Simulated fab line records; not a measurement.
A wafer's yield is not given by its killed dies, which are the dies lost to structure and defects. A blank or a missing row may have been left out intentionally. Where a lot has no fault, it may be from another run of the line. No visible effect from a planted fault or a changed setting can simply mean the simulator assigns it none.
fab line records ; flow nandHarc
record: lots: 6; wafers: 18; lastDay: 23
route steps=1159 shown P_BONDPAD@360
lots that met no fault: from a run of the same line without faults
startH: start of the lot's first displayed wafer, in hours after the record's first day ; waitH: hours elapsed since this lot's preceding step ; " identical to the entry in the row above ; L1.1+2: a row that stands for several wafers ; - no value, or no start was given ; * or withheld: withheld ; < > ~ a bound
route shown NAME@n: NAME is a module with steps in the file, n the number in the route of the first one ; usual: mean/standard deviation of fault-free wafers ; same: alike in all rows ; chamber/n: place in a boat ; sites: per-site readings ; _std_site: standard deviation of those values ; _edge_site: outer sites' mean less inner sites' ; radiusMm: for every site, how far away it sits from the centre of the wafer ; mask NAME#n: copy n ; behind: the most recent tool/chamber to have shaped the wafer ; hold: why the lot went on hold/how many hours it stayed there/how the hold came to an end ; device: names the non-switching transistor (n, p or np) ; end of line: the same wafers' tests at the end of the route ; a step with no rows: only its recipe ; killed: the dies lost at the first sort to structure and to defects; this is not the yield of the wafer ; map: the dies of a wafer, with x for killed, . for not killed, _ for no die there
set.NAME: the run value of the setting; set.NAME@STEP: its run value at that earlier step ; model.NAME: the simulator's own value behind a step, which no gauge read
a table for each step, a row for each wafer; lots at some steps of the route
services: when a tool's chamber went out of use (startH, in hours from the record's first day, below 0 if earlier), for how many hours, and the reason
== steps ==
step: NHARC_P_BONDPAD_EBR_05
step: NHARC_P_BONDPAD_EXPOSE_06
recipe: na: 0.55; doseMj: 37.06; maskId: P_BPAD
step: NHARC_P_BONDPAD_PEB_07
recipe: pebTempC: 128; pebTimeS: 80
step: NHARC_P_BONDPAD_DEVELOP_08
recipe: timeS: 50; devTempC: 22
step: NHARC_P_BONDPAD_CD_MEAS_09
recipe: targetCdNm: 500; landingEnergyEv: 500
usual: cdNm: 499.1/2.5
same: landingEnergyEv: 500
lot.wafer;tool;chamber;startH;waitH;cdNm
L741.1;cdSem-03;0;143.04;-;494.7
L741.2;cdSem-03;0;143.04;-;499.9
L741.5;cdSem-03;0;143.04;-;499.7
L745.2;cdSem-02;0;170.86;-;499.4
L745.3;cdSem-02;0;170.86;-;496.1
L745.6;cdSem-02;0;170.86;-;496.2
L746.2;cdSem-03;0;184.19;-;498.3
L746.3;cdSem-03;0;184.19;-;496.3
L746.6;cdSem-03;0;184.19;-;500.9
L753.1;cdSem-03;0;218.80;-;501.3
L753.4;cdSem-03;0;218.80;-;502.3
L753.5;cdSem-03;0;218.80;-;499.3
L758.1;cdSem-02;0;246.35;-;492.9
L758.2;cdSem-02;0;246.35;-;495.3
L758.3;cdSem-02;0;246.35;-;497.4
L760.1;cdSem-02;0;254.68;-;504.2
L760.2;cdSem-02;0;254.68;-;500.4
L760.3;cdSem-02;0;254.68;-;500.1
step: NHARC_P_BONDPAD_OVL_MEAS_38
usual: overlayXNm: 2/5.4; overlayYNm: 2/6.7
lot.wafer;tool;chamber;startH;waitH;overlayXNm;overlayYNm
L741.1;overlay-01;-;143.13;-;-7;13
L741.2;overlay-01;-;143.13;-;-7;13
L741.5;overlay-01;-;143.13;-;-6;13
L745.2;overlay-01;-;170.94;-;9;-7
L745.3;overlay-01;-;170.94;-;8;-7
L745.6;overlay-01;-;170.94;-;9;-7
L746.2;overlay-02;-;184.28;-;-2;-5
L746.3;overlay-02;-;184.28;-;-2;-5
L746.6;overlay-02;-;184.28;-;-2;-5
L753.1;overlay-01;-;218.89;-;8;-6
L753.4;overlay-01;-;218.89;-;8;-7
L753.5;overlay-01;-;218.89;-;8;-6
L758.1;overlay-02;-;246.44;-;-3;-2
L758.2;overlay-02;-;246.44;-;-3;-2
L758.3;overlay-02;-;246.44;-;-3;-2
L760.1;overlay-01;-;254.77;-;2;-5
L760.2;overlay-01;-;254.77;-;1;-5
L760.3;overlay-01;-;254.77;-;2;-5
step: NHARC_P_BONDPAD_HARDBAKE_10
recipe: tempC: 118; timeS: 65
step: NHARC_P_BONDPAD_DESCUM_11
recipe: timeS: 3; o2FlowSccm: 200; arFlowSccm: 0; biasPowerW: 0; chemistry: O2
usual: drypumpMotorCurrentA: 5.6/0.53; oesProductAu: 0.999/0.011; rfVppV: 57.9/0.77; showerheadPlenumPTorr: 1.92/0.091; throttleValvePct: 11.311/0.0096
lot.wafer;tool;chamber;startH;waitH;drypumpMotorCurrentA;oesProductAu;rfHoursCounterH;rfVppV;showerheadPlenumPTorr;throttleValvePct
L741.1;rieDiel-12;2;143.26;-;6.0;1.005;11;57.2;1.95;11.321
L741.2;rieDiel-12;0;143.26;-;5.9;0.999;11;58.6;2.03;11.315
L741.5;rieDiel-12;2;143.26;-;6.0;1.001;-;57.8;1.95;11.314
L745.2;rieDiel-12;0;171.08;-;5.9;0.996;13;58.0;2.03;11.301
L745.3;rieDiel-12;1;171.08;-;5.5;0.988;12;57.4;1.88;11.325
L745.6;rieDiel-12;3;171.08;-;4.8;1.015;-;55.4;1.78;11.315
L746.2;rieDiel-12;1;184.40;-;5.5;0.992;13;58.4;1.88;11.308
L746.3;rieDiel-12;0;184.40;-;5.9;0.996;14;58.1;2.03;11.298
L746.6;rieDiel-12;2;184.40;-;6.0;0.997;-;55.8;1.95;11.312
L753.1;rieDiel-12;1;219.02;-;5.4;0.978;1;57.5;1.88;11.309
L753.4;rieDiel-12;3;219.02;-;4.8;0.993;1;56.9;1.78;11.311
L753.5;rieDiel-12;1;219.02;-;5.4;0.974;-;58.0;1.88;11.316
L758.3;rieDiel-12;2;246.57;-;6.0;0.998;4;57.9;1.95;11.303
L758.1;rieDiel-12;3;246.57;-;4.8;1.006;4;58.3;1.78;11.317
L758.2;rieDiel-12;0;246.57;-;5.8;1.024;3;58.1;2.03;11.325
L760.1;rieDiel-12;0;254.89;-;5.8;1.014;4;59.1;2.03;11.317
L760.2;rieDiel-12;1;254.89;-;5.4;0.989;4;57.3;1.88;11.317
L760.3;rieDiel-12;2;254.89;-;6.0;0.987;4;57.2;1.95;11.311
step: NHARC_P_BONDPAD_ETCH_37
recipe: targetDepthA: 600; overetchA: 180; timeS: 65.91; ionEnergyEv: 200; n2FlowSccm: 150; h2FlowSccm: 150; arFlowSccm: 0; rfW: 400; biasW: 150; chemistry: N2/H2
usual: drypumpMotorCurrentA: 5.6/0.55; oesProductAu: 0.999/0.011; rfVppV: 430.9/2.9; showerheadPlenumPTorr: 2.05/0.1; throttleValvePct: 14.171/0.0094
lot.wafer;tool;chamber;startH;waitH;drypumpMotorCurrentA;oesProductAu;rfHoursCounterH;rfVppV;showerheadPlenumPTorr;throttleValvePct
L741.1;rieDiel-12;1;143.35;0.1;5.5;0.999;9;430.9;2.00;14.173
L741.2;rieDiel-12;2;143.35;0.1;6.0;0.997;11;432.0;2.08;14.164
L741.5;rieDiel-12;3;143.35;0.1;4.8;1.011;-;426.6;1.90;14.179
L745.3;rieDiel-12;0;171.16;0.1;5.9;0.991;13;433.7;2.17;14.171
L745.2;rieDiel-12;1;171.16;0.1;5.5;0.987;12;430.2;2.00;14.180
L745.6;rieDiel-12;3;171.16;0.1;4.8;1.003;-;425.8;1.90;14.173
L746.2;rieDiel-12;2;184.49;0.1;6.0;1.004;15;431.9;2.08;14.177
L746.3;rieDiel-12;3;184.49;0.1;4.8;1.009;13;428.6;1.90;14.170
L746.6;rieDiel-12;2;184.49;0.1;6.0;1.004;-;431.0;2.08;14.180
L753.4;rieDiel-12;0;219.10;0.1;5.8;1.006;1;435.9;2.17;14.168
L753.1;rieDiel-12;2;219.10;0.1;6.0;1.001;1;431.0;2.08;14.178
L753.5;rieDiel-12;1;219.10;0.1;5.5;0.985;-;430.0;2.00;14.173
L758.1;rieDiel-12;0;246.65;0.1;5.9;1.021;3;433.9;2.17;14.176
L758.3;rieDiel-12;1;246.65;0.1;5.4;0.983;3;430.3;2.00;14.161
L758.2;rieDiel-12;3;246.65;0.1;4.8;1.013;4;425.0;1.90;14.171
L760.2;rieDiel-12;1;254.98;0.1;5.5;0.983;4;430.3;2.00;14.164
L760.1;rieDiel-12;3;254.98;0.1;4.8;0.996;4;427.5;1.90;14.177
L760.3;rieDiel-12;0;254.98;0.1;5.9;1.020;4;432.2;2.17;14.165
step: NHARC_P_BONDPAD_ETCH_12
recipe: targetDepthA: 2000; timeS: 100; chf3FlowSccm: 50; o2FlowSccm: 10; arFlowSccm: 200; rfW: 500; biasW: 200; chemistry: CHF3/O2
usual: chf3FlowSccm: 50.01/0.15; drypumpMotorCurrentA: 5.6/0.55; oesProductAu: 0.945/0.023; rfVppV: 370.8/2.5; showerheadPlenumPTorr: 2.41/0.11; throttleValvePct: 20.571/0.009
lot.wafer;tool;chamber;startH;waitH;chf3FlowSccm;drypumpMotorCurrentA;oesProductAu;rfHoursCounterH;rfVppV;showerheadPlenumPTorr;throttleValvePct
L741.2;rieDiel-12;2;-;-;49.98;6.0;0.920;11;371.0;2.45;20.579
L741.1;rieDiel-12;3;-;-;50.21;4.8;0.921;10;366.6;2.25;20.569
L741.5;rieDiel-12;0;-;-;49.86;5.9;0.912;-;372.3;2.55;20.557
L745.3;rieDiel-12;2;-;-;49.89;6.0;0.965;13;372.0;2.45;20.575
L745.2;rieDiel-12;3;-;-;50.08;4.8;0.965;12;366.1;2.25;20.558
L745.6;rieDiel-12;3;-;-;50.00;4.8;0.956;-;368.3;2.25;20.576
L746.2;rieDiel-12;0;-;-;49.73;5.9;0.921;14;373.4;2.54;20.561
L746.3;rieDiel-12;2;-;-;49.87;6.0;0.928;15;371.1;2.45;20.576
L746.6;rieDiel-12;1;-;-;49.86;5.4;0.922;-;370.6;2.36;20.563
L753.1;rieDiel-12;0;-;-;49.88;5.9;0.995;1;373.2;2.54;20.576
L753.4;rieDiel-12;2;-;-;50.15;6.0;0.957;1;371.7;2.45;20.576
L753.5;rieDiel-12;0;-;-;49.82;5.9;0.989;-;373.6;2.54;20.565
L758.1;rieDiel-12;2;-;-;50.25;6.0;0.950;4;370.5;2.45;20.578
L758.2;rieDiel-12;0;-;-;50.21;5.9;0.998;3;373.5;2.54;20.588
L758.3;rieDiel-12;1;-;-;50.05;5.5;0.964;3;370.1;2.36;20.583
L760.2;rieDiel-12;1;-;-;50.12;5.5;0.915;4;368.6;2.36;20.556
L760.1;rieDiel-12;2;-;-;50.30;6.0;0.913;4;372.2;2.45;20.569
L760.3;rieDiel-12;0;-;-;50.08;5.9;0.945;4;374.0;2.54;20.554
step: NHARC_P_BONDPAD_CD_MEAS_13
usual: cdNm: 498.2/3
lot.wafer;tool;chamber;startH;waitH;cdNm
L741.1;cdSem-02;-;143.57;-;492.3
L741.2;cdSem-02;-;143.57;-;501.7
L741.5;cdSem-02;-;143.57;-;497.1
L745.2;cdSem-03;-;171.38;-;500.1
L745.3;cdSem-03;-;171.38;-;494.3
L745.6;cdSem-03;-;171.38;-;494.6
L746.2;cdSem-02;-;184.72;-;499.0
L746.3;cdSem-02;-;184.72;-;494.2
L746.6;cdSem-02;-;184.72;-;499.0
L753.1;cdSem-03;-;219.33;-;501.0
L753.4;cdSem-03;-;219.33;-;501.5
L753.5;cdSem-03;-;219.33;-;497.0
L758.1;cdSem-02;-;246.88;-;492.7
L758.2;cdSem-02;-;246.88;-;495.5
L758.3;cdSem-02;-;246.88;-;494.6
L760.1;cdSem-03;-;255.20;-;502.3
L760.2;cdSem-03;-;255.20;-;498.0
L760.3;cdSem-03;-;255.20;-;499.0
step: NHARC_P_BONDPAD_STRIP_15
recipe: o2FlowSccm: 500; arFlowSccm: 0; biasW: 0; chemistry: O2
usual: drypumpMotorCurrentA: 5.6/0.55; oesProductAu: 0.999/0.011; rfVppV: 57.8/0.97; showerheadPlenumPTorr: 3.55/0.17; throttleValvePct: 17.036/0.0089
lot.wafer;tool;chamber;startH;waitH;drypumpMotorCurrentA;oesProductAu;rfHoursCounterH;rfVppV;showerheadPlenumPTorr;throttleValvePct
L741.1;rieDiel-12;2;143.67;0.1;6.0;1.001;11;59.6;3.60;17.031
L741.2;rieDiel-12;3;143.67;0.1;4.8;1.009;10;57.7;3.31;17.049
L741.5;rieDiel-12;1;143.67;0.1;5.5;1.006;-;57.8;3.47;17.028
L745.3;rieDiel-12;0;171.47;0.1;5.9;0.997;13;58.3;3.73;17.027
L745.2;rieDiel-12;1;171.47;0.1;5.4;0.990;12;57.5;3.47;17.035
L745.6;rieDiel-12;0;171.47;0.1;5.9;1.002;-;58.0;3.73;17.028
L746.3;rieDiel-12;3;184.79;0.1;4.9;0.999;13;57.3;3.30;17.032
L746.2;rieDiel-12;0;184.79;0.1;5.9;0.993;14;59.3;3.73;17.020
L746.6;rieDiel-12;0;184.79;0.1;5.9;0.999;-;57.8;3.73;17.040
L753.1;rieDiel-12;2;219.42;0.1;6.0;1.002;1;59.2;3.59;17.032
L753.4;rieDiel-12;3;219.42;0.1;4.8;1.005;1;57.2;3.30;17.048
L753.5;rieDiel-12;3;219.42;0.1;4.8;0.993;-;58.2;3.30;17.021
L758.2;rieDiel-12;0;246.96;0.1;5.9;1.028;3;59.2;3.73;17.040
L758.3;rieDiel-12;2;246.96;0.1;6.0;0.975;4;57.1;3.59;17.036
L758.1;rieDiel-12;3;246.96;0.1;4.8;0.998;4;56.1;3.30;17.034
L760.2;rieDiel-12;2;255.28;0.1;6.0;0.989;4;57.7;3.59;17.027
L760.1;rieDiel-12;3;255.28;0.1;4.8;1.006;4;56.1;3.30;17.030
L760.3;rieDiel-12;1;255.28;0.1;5.5;0.994;4;58.5;3.47;17.045
step: NHARC_P_BONDPAD_ETCH_24
recipe: targetDepthA: 300; overEtchFrac: 0.3; timeS: 72.99; ionEnergyEv: 150; cf4FlowSccm: 50; n2FlowSccm: 100; arFlowSccm: 150; rfW: 300; biasW: 100; chemistry: CF4/N2
usual: drypumpMotorCurrentA: 5.6/0.56; oesProductAu: 1.000/0.01; rfVppV: 314.4/2.2; showerheadPlenumPTorr: 2.64/0.12; throttleValvePct: 19.793/0.0093
lot.wafer;tool;chamber;startH;waitH;drypumpMotorCurrentA;oesProductAu;rfHoursCounterH;rfVppV;showerheadPlenumPTorr;throttleValvePct
L741.2;rieDiel-12;1;143.79;-;5.4;0.991;9;312.8;2.58;19.790
L741.1;rieDiel-12;2;143.79;-;6.0;1.000;11;316.4;2.68;19.791
L741.5;rieDiel-12;2;143.79;-;6.0;0.995;-;313.9;2.68;19.779
L745.3;rieDiel-12;0;171.61;-;5.9;0.997;13;316.1;2.78;19.777
L745.2;rieDiel-12;2;171.61;-;6.0;1.005;13;315.0;2.68;19.788
L745.6;rieDiel-12;0;171.61;-;5.9;0.992;-;316.6;2.78;19.791
L746.2;rieDiel-12;0;184.95;-;5.9;0.992;14;317.3;2.78;19.792
L746.3;rieDiel-12;1;184.95;-;5.5;0.993;13;314.2;2.58;19.809
L746.6;rieDiel-12;2;184.95;-;6.0;1.005;-;315.1;2.68;19.787
L753.4;rieDiel-12;2;219.57;-;6.0;0.995;1;316.5;2.67;19.795
L753.1;rieDiel-12;3;219.57;-;4.8;1.009;1;311.0;2.46;19.801
L753.5;rieDiel-12;3;219.57;-;4.8;0.999;-;312.2;2.46;19.789
L758.1;rieDiel-12;3;247.11;-;4.8;1.000;4;310.9;2.45;19.806
L758.3;rieDiel-12;1;247.11;-;5.5;0.781;3;313.4;2.58;19.781
L758.2;rieDiel-12;2;247.11;-;6.0;0.985;4;314.5;2.67;19.794
L760.2;rieDiel-12;0;255.43;-;5.9;1.020;4;315.6;2.78;19.784
L760.3;rieDiel-12;2;255.43;-;6.0;0.791;4;315.6;2.67;19.792
L760.1;rieDiel-12;3;255.43;-;4.8;1.002;4;311.4;2.45;19.805
step: NHARC_P_BONDPAD_STRIP_16
recipe: timeS: 600; tempC: 30; chemistry: postEtchResidueRemover
== services ==
tool;chamber;startH;hours;kind
rieDiel-12;0;132.64;-;clean
rieDiel-12;1;132.64;-;clean
rieDiel-12;2;132.64;-;clean
rieDiel-12;3;132.64;-;clean
rieDiel-12;0;157.16;-;clean
rieDiel-12;1;157.16;-;clean
rieDiel-12;2;157.16;-;clean
rieDiel-12;3;157.16;-;clean
rieDiel-12;0;181.66;-;clean
rieDiel-12;1;181.66;-;clean
rieDiel-12;2;181.66;-;clean
rieDiel-12;3;181.66;-;clean
rieDiel-12;-;202.47;9.0;pm
rieDiel-12;0;202.47;9.0;ventCycle
rieDiel-12;1;202.47;9.0;ventCycle
rieDiel-12;2;202.47;9.0;ventCycle
rieDiel-12;3;202.47;9.0;ventCycle
rieDiel-12;0;211.47;-;clean
rieDiel-12;1;211.47;-;clean
rieDiel-12;2;211.47;-;clean
rieDiel-12;3;211.47;-;clean
rieDiel-12;0;235.97;-;clean
rieDiel-12;1;235.97;-;clean
rieDiel-12;2;235.97;-;clean
== key ==
firstSign: step: NHARC_P_BONDPAD_ETCH_24; reading: oesProductAu; direction: down; sigmas: 21; usual: 1.000; struck: 0.786
effect none on later readings
metAt NHARC_P_BONDPAD_ETCH_24
struckWafers L758.3,L760.3
laterRowsLeftOut L758.3,L760.3
sortLeftOut L758.3,L760.3
onsetBetween 219.57 247.11
fault: kind: processParameterDrift; tool: rieDiel-12; chamber: -; onsetH: 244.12; steps: NHARC_P_BONDPAD_ETCH_24; channel: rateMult; offset: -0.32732; shape: step; endH: 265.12; scope: struckWafersOnly
sortLeftOut: the simulated sort isn't trusted on such a fault, so these wafers' sort isn't shown, and their yield isn't known
laterRowsLeftOut: the simulator's readings of these wafers behind a module that went badly wrong aren't trusted and aren't shown, but for the sort
